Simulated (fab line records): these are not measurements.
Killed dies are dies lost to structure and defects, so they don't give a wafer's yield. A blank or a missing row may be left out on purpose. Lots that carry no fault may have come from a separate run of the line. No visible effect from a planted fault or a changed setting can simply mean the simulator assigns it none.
Split-lot study | flow n5 finfet | on a route of 1938 steps: 7 lots, 21 wafers read

## ON THE SPLIT
At N5_BEOL_M1_COAT_76 (time 60 s, resist thk 5 nm), the setting spin rpm was moved away from the recipe's 1500 rpm on 6 of the 21 wafers read, by -7.3% to +11.0%. For the rest of the wafers, this setting stayed at what the recipe calls for.

## FROM THE SPLIT TO THE READING: what the file shows between them, 3 steps
- N5_BEOL_M1_COAT_22: resist thk 30 nm
- N5_BEOL_M1_EBR_24
- N5_BEOL_M1_DESCUM_33: chemistry O2, time 7 s

## THE READING
etch.depth nm (the simulator's own value, which no gauge read), in nm, at N5_BEOL_M1_ETCH_77 (etches underlayer in N2/H2, target depth 6.5 nm, time 5.2 s). The file gives no usual value for it. The 15 wafers here that ran the recipe average 4.998 nm, standard deviation 0.014 nm.

wafer  | tool, chamber at the split | spin rpm as run, rpm | against the recipe | etch.depth nm, nm | against lot-mates on the recipe
L075.1 | litho track-01, 0          | 1500                 | recipe             | 4.999             | -
L075.4 | litho track-01, 0          | 1500                 | recipe             | 5.011             | -
L075.6 | litho track-01, 0          | 1500                 | recipe             | 5.009             | -
L076.1 | litho track-02, 0          | 1665                 | +11.0%             | 4.743             | -0.240
L076.4 | litho track-02, 0          | 1665                 | +11.0%             | 4.736             | -0.247
L076.6 | litho track-02, 0          | 1500                 | recipe             | 4.983             | -
L078.1 | litho track-02, 0          | 1500                 | recipe             | 4.99              | -
L078.2 | litho track-02, 0          | 1644                 | +9.6%              | 4.76              | -0.223
L078.6 | litho track-02, 0          | 1500                 | recipe             | 4.976             | -
L085.1 | litho track-01, 0          | 1500                 | recipe             | 5.016             | -
L085.4 | litho track-01, 0          | 1406                 | -6.3%              | 5.18              | +0.165
L085.5 | litho track-01, 0          | 1500                 | recipe             | 5.015             | -
L089.3 | litho track-05, 0          | 1500                 | recipe             | 4.999             | -
L089.5 | litho track-05, 0          | 1500                 | recipe             | 5.022             | -
L089.6 | litho track-05, 0          | 1391                 | -7.3%              | 5.202             | +0.191
L093.4 | litho track-02, 0          | 1500                 | recipe             | 4.992             | -
L093.5 | litho track-02, 0          | 1500                 | recipe             | 4.981             | -
L093.6 | litho track-02, 0          | 1500                 | recipe             | 4.983             | -
L097.3 | litho track-02, 0          | 1500                 | recipe             | 4.994             | -
L097.5 | litho track-02, 0          | 1417                 | -5.5%              | 5.156             | +0.161
L097.6 | litho track-02, 0          | 1500                 | recipe             | 4.996             | -

THE FIT
A straight line over all 21 wafers: etch.depth nm changes by -0.0252 nm for each +1% of spin rpm; r = -0.99; the points scatter about the line by 0.015 nm.
The same after taking each lot's own level away (the mean of its wafers on the recipe; 21 wafers): -0.0238 nm for each +1%; r = -1.00; scatter 0.011 nm.
On that fit, the largest move of spin rpm shifts the reading by 0.26 nm.
From 4.9830 to 5.0155 nm: that is the span of the lots' own levels, equal to 2.4 times the standard deviation above.
Consequently the slope shifts little with the lot-to-lot level, the two slopes agreeing.
Check: with one of the wafers moved furthest among these (+11.0%) left out of the fit, the line predicts -0.264 nm for it against its lot-mates. Against them it came out at -0.24 nm.

## OTHER SPLITS APPLIED TO THESE WAFERS
These wafers also went through other splits before the reading. Each is held against what the fit with the lots' levels taken away leaves over:
other split on the same wafers               | wafers away from the commonest value | r with etch.depth nm (lot level and that fit taken away)
N5_SD_EPI_P_EPI_21 time s                    | 7                                    | -0.10
N5_HKMG_FIN_CVD_62 temp c                    | 10                                   | -0.25
N5_HKMG_FIN_ETCH_86 target depth a           | 8                                    | -0.14
N5_MOL_CONTACT_COAG_ETCH_105 bias w          | 6                                    | -0.02
N5_MOL_CONTACT_COAG_CONTACT_ETCH_14 source w | 10                                   | -0.52
N5_MOL_CONTACT_COAG_COAT_76 spin rpm         | 5                                    | +0.18
N5_BEOL_M0_SAQP_PECVD_96 time s              | 10                                   | -0.24
N5_BEOL_M0_SAQP_CUT_ETCH_46 time s           | 7                                    | -0.42
N5_BEOL_M1_COAT_68 spin rpm                  | 5                                    | +0.27

## FILE'S OWN FIT
etch.depth nm changes by -0.0242 nm for each +1% of spin rpm, r = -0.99.
